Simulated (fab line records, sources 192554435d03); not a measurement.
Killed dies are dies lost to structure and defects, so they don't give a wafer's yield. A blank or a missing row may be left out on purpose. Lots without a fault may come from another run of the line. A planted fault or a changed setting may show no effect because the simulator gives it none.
One fault seen from 2 desks | flow n5_finfet | each desk has only its own numbers; what lay behind them comes last

THE DEFECT DESK
What the inspections along the route counted, lot by lot: means of the sampled wafers that have a number. A lot is out of limits, marked OUT, if its mean lies more than 4 standard deviations from the usual mean; the brackets give that distance.
Columns: A = raw_defect_count at N5_BEOL_M14_INSPECT_30, usual 2.0
lot  | first seen here | A
L435 | day 12 20:22    | 3.0
L433 | day 13 00:10    | 2.3
L439 | day 14 09:56    | 3.3
L442 | day 15 09:52    | 1.0
L454 | day 18 17:07    | 1.3
This desk's finding: nothing out of limits on any of the 5 lots.

THE METROLOGY DESK
What the gauges read, lot by lot, whatever tool the lot ran on: means of the sampled wafers that have a number. A lot is out of limits, marked OUT, if its mean lies more than 4 standard deviations from the usual mean; the brackets give that distance. Of its 8 readings 7 are shown: those that lie furthest out on some lot.
Columns: A = cd_nm at N5_BEOL_M14_CD_MEAS_28, usual 285.2 nm; B = trench_depth_nm at N5_BEOL_M14_OCD_MEAS_35, usual 556 nm; C = M14_THK at N5_BEOL_M14_THK_MEAS_50, usual 561 nm; D = M14_RS at N5_BEOL_M14_RS_MEAS_54, usual 0.0332 ohm/sq; E = M15_ILD_THK at N5_BEOL_M15_THK_MEAS_01, usual 1626 nm; F = cd_nm at N5_BEOL_M15_CD_MEAS_10, usual 360.1 nm; G = V14_OVL at N5_BEOL_M15_OVL_MEAS_11, usual 0 nm
lot  | first seen here | A     | B   | C   | D      | E    | F     | G
L435 | day 12 20:19    | 285.6 | 571 | 578 | 0.0324 | 1647 | 359.3 | 3
L433 | day 13 00:07    | 285.9 | 562 | 568 | 0.0329 | 1639 | 360.3 | 3
L439 | day 14 09:53    | 286.1 | 548 | 549 | 0.0337 | 1624 | 361.8 | 7
L442 | day 15 09:49    | 282.7 | 546 | 553 | 0.0337 | 1605 | 360.4 | -0
L454 | day 18 17:03    | 284.8 | 574 | 576 | 0.0322 | 1624 | 360.7 | -2
This desk's finding: nothing out of limits on any of the 5 lots.

PUT TOGETHER
The defect desk saw nothing out of limits.
The metrology desk saw nothing out of limits.

WHAT THE SIMULATOR HAD PUT IN
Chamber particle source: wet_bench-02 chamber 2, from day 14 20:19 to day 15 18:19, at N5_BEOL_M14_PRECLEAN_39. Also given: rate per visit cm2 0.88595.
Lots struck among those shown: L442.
